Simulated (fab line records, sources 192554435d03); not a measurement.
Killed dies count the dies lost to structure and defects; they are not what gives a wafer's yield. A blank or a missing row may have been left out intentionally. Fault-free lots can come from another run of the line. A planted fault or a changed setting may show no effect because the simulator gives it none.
Chamber matching | flow n5 finfet | N5_MOL_CONTACT_COAG_DESCUM_13 on rie diel-03: 4 sister chambers
The step chemistry O2, time 7 s. 4 wafers are shown with their chamber, then 10 later ones without.

WAFERS WITH THEIR CHAMBER
wafer  | chamber | drypump motor current A (A)
L084.1 | 2       | 5.4
L088.1 | 0       | 5.6
L089.1 | 3       | 5.7
L089.4 | 1       | 5.2

WAFERS MISSING THEIR CHAMBER
wafer  | drypump motor current A (A)
L089.5 | 5.3
L091.2 | 5.5
L091.3 | 5.6
L091.6 | 5.4
L093.1 | 5.4
L093.3 | 5.7
L093.6 | 5.6
L097.1 | 5.4
L097.3 | 5.6
L097.5 | 5.4

EACH ONE'S CHAMBER
wafer  | from the rows above     | in truth
L089.5 | can't be placed: 1 or 2 | 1
L091.2 | can't be placed: 0 or 2 | 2
L091.3 | 0                       | 0
L091.6 | 2                       | 2
L093.1 | 2                       | 2
L093.3 | 3                       | 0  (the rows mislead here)
L093.6 | 0                       | 0
L097.1 | 2                       | 2
L097.3 | 0                       | 0
L097.5 | 2                       | 2
Correct placement for 7 of the 10. Not placeable from these rows: 2 (in 2, the candidates include the true chamber). Wrongly placed: 1.
How it was worked out, from the rows above alone: a wafer's distance from a chamber is the root of the sum, over the readings, of the square of ((its reading less the chamber's mean) divided by the reading's scatter). The wafer belongs to the nearest chamber; if the next one is less than 2 further off, it can't be placed. The mean given for a chamber averages the wafers shown for that chamber. The scatter: with one shown wafer a chamber, the root of the mean of the squares of how far each hidden wafer lies from its nearest shown one.
